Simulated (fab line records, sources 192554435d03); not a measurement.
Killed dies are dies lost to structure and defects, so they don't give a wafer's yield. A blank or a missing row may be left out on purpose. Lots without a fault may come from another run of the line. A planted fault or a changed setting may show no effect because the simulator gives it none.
Split-lot experiment | flow n5_finfet | 7 lots, 21 wafers read, on a route of 1938 steps

THE SPLIT
At N5_MOL_CONTACT_COAG_COAT_64 (time 60 s, resist thk 10 nm), the setting spin_rpm was moved away from the recipe's 1500 rpm on 3 of the 21 wafers read, by -8.1% to -7.0%. The other wafers ran this setting at the recipe's value.

FROM THE SPLIT TO THE READING: what the file shows between them, 3 steps
- N5_MOL_CONTACT_COAG_COAT_34: resist thk 40 nm
- N5_MOL_CONTACT_COAG_EBR_36
- N5_MOL_CONTACT_COAG_DESCUM_45: chemistry O2, time 7 s

THE READING
etch.depth_nm (the simulator's own value, which no gauge read), in nm, at N5_MOL_CONTACT_COAG_ETCH_65 (etches underlayer in N2/H2, target depth 13 nm, time 10.4 s). The file gives no usual value for it. The 18 wafers here that ran the recipe average 9.999 nm, standard deviation 0.042 nm.

wafer  | tool, chamber at the split | spin_rpm as run, rpm | against the recipe | etch.depth_nm, nm | against lot-mates on the recipe
L075.2 | litho_track-03, 0          | 1500                 | recipe             | 9.98              | -
L075.4 | litho_track-03, 0          | 1500                 | recipe             | 10                | -
L075.6 | litho_track-03, 0          | 1500                 | recipe             | 9.969             | -
L077.2 | litho_track-03, 0          | 1500                 | recipe             | 9.937             | -
L077.3 | litho_track-03, 0          | 1500                 | recipe             | 9.939             | -
L077.6 | litho_track-03, 0          | 1500                 | recipe             | 9.947             | -
L085.3 | litho_track-03, 0          | 1500                 | recipe             | 9.995             | -
L085.4 | litho_track-03, 0          | 1500                 | recipe             | 9.987             | -
L085.6 | litho_track-03, 0          | 1395                 | -7.0%              | 10.34             | +0.349
L087.2 | litho_track-03, 0          | 1500                 | recipe             | 10.01             | -
L087.3 | litho_track-03, 0          | 1500                 | recipe             | 9.955             | -
L087.6 | litho_track-03, 0          | 1500                 | recipe             | 9.963             | -
L090.2 | litho_track-02, 0          | 1500                 | recipe             | 10.06             | -
L090.5 | litho_track-02, 0          | 1500                 | recipe             | 10.04             | -
L090.6 | litho_track-02, 0          | 1500                 | recipe             | 10.01             | -
L094.2 | litho_track-02, 0          | 1379                 | -8.1%              | 10.46             | +0.450
L094.3 | litho_track-02, 0          | 1379                 | -8.1%              | 10.46             | +0.450
L094.6 | litho_track-02, 0          | 1500                 | recipe             | 10.01             | -
L096.1 | litho_track-04, 0          | 1500                 | recipe             | 10.06             | -
L096.2 | litho_track-04, 0          | 1500                 | recipe             | 10.06             | -
L096.4 | litho_track-04, 0          | 1500                 | recipe             | 10.06             | -

THE FIT
A straight line over all 21 wafers: etch.depth_nm changes by -0.0549 nm for each +1% of spin_rpm; r = -0.96; the points scatter about the line by 0.042 nm.
The same after taking each lot's own level away (the mean of its wafers on the recipe; 21 wafers): -0.0542 nm for each +1%; r = -0.99; scatter 0.016 nm.
On that fit, the largest move of spin_rpm shifts the reading by 0.44 nm.
The lots' own levels span 9.9410 to 10.0600 nm, that is 2.8 times the standard deviation above.
So the lot-to-lot level changes the slope little: the two slopes agree.
Check: with one of the wafers moved furthest among these (-8.1%) left out of the fit, the line predicts +0.429 nm for it against its lot-mates. It came out at +0.45 nm against them.

OTHER SPLITS ON THESE WAFERS
These wafers also went through other splits before the reading. Each is held against what the fit with the lots' levels taken away leaves over:
other split on the same wafers         | wafers away from the commonest value | r with etch.depth_nm (lot level and that fit taken away)
N5_FIN_SAQP_FIN_ETCH_36 icp_w          | 10                                   | +0.30
N5_DUMMY_GATE_HM_DEP_06 time_s         | 18                                   | +0.12
N5_DUMMY_GATE_COAT_35 spin_rpm         | 6                                    | +0.15
N5_SD_EPI_P_PEB_07 peb_time_s          | 9                                    | +0.24
N5_SDB_COAT_03 spin_rpm                | 9                                    | -0.17
N5_MOL_CONTACT_COAG_VIA_ETCH_46 bias_w | 4                                    | -0.11

THE FILE'S OWN FIT
etch.depth_nm changes by -0.0537 nm for each +1% of spin_rpm, r = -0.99.
